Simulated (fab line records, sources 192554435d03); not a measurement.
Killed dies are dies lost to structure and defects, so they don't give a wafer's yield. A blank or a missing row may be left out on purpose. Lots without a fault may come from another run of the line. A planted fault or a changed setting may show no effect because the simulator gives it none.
Which tool did it? | flow n5_finfet | 10 lots, 30 wafers sampled, at 3 steps of a route of 1938

WHAT THE GAUGES READ, wafer by wafer
N5_FIN_CUT_INSPECT_10: inspects for defects (brightfield).
lot  | measured    | on                | raw_defect_count
L076 | day 2 16:35 | defect_inspect-01 | 31 30 42
L078 | day 3 03:34 | defect_inspect-01 | 41 36 51
L080 | day 3 14:49 | defect_inspect-01 | 43 26 44
L082 | day 4 02:56 | defect_inspect-02 | 34 50 57
L084 | day 4 18:01 | defect_inspect-01 | 61 39 43
L088 | day 5 16:27 | defect_inspect-02 | 45 51 47
L090 | day 6 03:09 | defect_inspect-01 | 46 50 64
L092 | day 6 15:20 | defect_inspect-02 | 47 67 65
L094 | day 7 02:13 | defect_inspect-02 | 53 78 70
L096 | day 7 15:51 | defect_inspect-01 | 26 26 29

WHICH TOOL RAN EACH LOT (tool, then ch and the chambers of the sampled wafers, then the start)
lot  | N5_PMOS_HMC_CHANNEL_EPI_FIN_RECESS_16 | N5_FIN_SAQP_ETCH_52
L076 | rie_si-05 ch 1,2, day 2 06:42         | rie_diel-01 ch 0,3, day 2 11:29
L078 | rie_si-06 ch 1,2,3, day 2 18:46       | rie_diel-05 ch 1,2,3, day 2 22:58
L080 | rie_si-05 ch 2,3, day 3 05:58         | rie_diel-05 ch 0,2, day 3 10:06
L082 | rie_si-06 ch 0,2,3, day 3 17:54       | rie_diel-01 ch 0,1, day 3 22:22
L084 | rie_si-06 ch 0,2,3, day 4 06:41       | rie_diel-05 ch 2,3, day 4 10:55
L088 | rie_si-06 ch 1,2,3, day 5 06:08       | rie_diel-06 ch 0,1, day 5 11:50
L090 | rie_si-05 ch 0,3, day 5 17:58         | rie_diel-05 ch 0,2, day 5 21:56
L092 | rie_si-05 ch 0,1,2, day 6 06:10       | rie_diel-06 ch 0,1,2, day 6 10:19
L094 | rie_si-06 ch 2,3, day 6 17:53         | rie_diel-06 ch 0,3, day 6 21:35
L096 | rie_si-05 ch 0,1,2, day 7 05:49       | rie_diel-01 ch 0,1,2, day 7 11:07
- N5_PMOS_HMC_CHANNEL_EPI_FIN_RECESS_16: chemistry HBr/Cl2, target Si, target depth 54 nm, time 18 s.
- N5_FIN_SAQP_ETCH_52: etches SOC in N2/H2, target depth 100 nm, overetch 20 nm, time 150 s.

THE ANSWER, worked out from the rows above alone
Rule: what is usual is taken from the lots themselves. Put in order of their means at a reading, lots are off if they are a third of the lots or fewer, leave a main group of 4 or more, and stand apart from it by a gap of 3 or more times the standard deviation of the main group's means; of several such gaps the widest counts. A main group whose means are all the same, to the digits that the tables above print for the reading, isn't used. A lot without any number at a reading at which 4 lots or more have one is off too. The other lots that the step has rows for count as sound.
No lot is off at any reading shown: from this, nothing can be told.

WHAT THE SIMULATOR HAD PUT IN
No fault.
